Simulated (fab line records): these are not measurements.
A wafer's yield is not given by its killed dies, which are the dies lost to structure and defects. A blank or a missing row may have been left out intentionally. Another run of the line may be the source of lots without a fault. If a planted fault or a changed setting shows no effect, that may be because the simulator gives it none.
Which tool did it? | flow n5 finfet | 22 lots, 66 wafers sampled, at 1 step of a route of 1938

WHAT EACH GAUGE READ, for each wafer
N5_BEOL_M9_THK_MEAS_01. Usual: M9_ILD_THK gives 269 nm (standard deviation 3.6).
lot  | measured     | on            | M9_ILD_THK (nm) | flag
L075 | day 10 02:32 | film metro-01 | 267 265 271     |
L074 | day 10 19:34 | film metro-01 | 269 267 275     |
L077 | day 11 02:44 | film metro-01 | 269 273 268     |
L076 | day 11 05:44 | film metro-01 | 268 272 273     |
L078 | day 11 12:27 | film metro-01 | 269 267 267     |
L079 | day 12 05:55 | film metro-02 | 275 273 268     |
L082 | day 12 10:32 | film metro-02 | 272 267 270     |
L081 | day 12 15:02 | film metro-02 | 270 269 272     |
L080 | day 13 00:39 | film metro-02 | 270 271 274     |
L083 | day 13 00:54 | film metro-02 | 265 270 272     |
L084 | day 13 01:46 | film metro-02 | 264 265 265     |
L085 | day 13 05:03 | film metro-02 | 268 264 263     |
L086 | day 13 10:37 | film metro-01 | 267 266 275     |
L087 | day 14 13:22 | film metro-02 | 265 267 271     |
L091 | day 14 15:19 | film metro-01 | 271 270 276     |
L089 | day 14 22:37 | film metro-01 | 267 270 272     |
L090 | day 15 15:40 | film metro-02 | 272 270 272     |
L093 | day 16 00:48 | film metro-02 | 261 266 264     |
L094 | day 16 20:43 | film metro-02 | 268 263 263     |
L096 | day 16 23:19 | film metro-02 | 268 268 267     |
L095 | day 16 23:24 | film metro-01 | 268 273 271     |
L097 | day 17 00:17 | film metro-01 | 260 268 270     |

WHICH TOOL RAN EACH LOT (tool, then ch and the chambers of the sampled wafers, then the start)
No process step before these readings appears in the record.

AS READ BY THE TOOLS THEMSELVES (means over the sampled wafers that have a number; for cases with no such wafer, the mark the record gives instead)
The record holds no such reading with a usual standard deviation.

THE ANSWER, worked out from the rows above alone
Rule: take the mean of a lot's wafers that have a number; if it is more than 3 standard deviations from the usual mean, the lot is off. Also off: a lot with no number at a reading for which 4 or more lots have one. Where the step has rows for the other lots, those lots are counted as sound. The gauges are gone through in route order, then the tools' own readings, and for those a lot's mean is taken as printed above. The first step at which some lot is off is used, and at that step the reading that is off furthest; a lot without a number counts as furthest.
No lot is off on any of the readings shown, so nothing can be concluded from this.

WHAT THE SIMULATOR PUT IN
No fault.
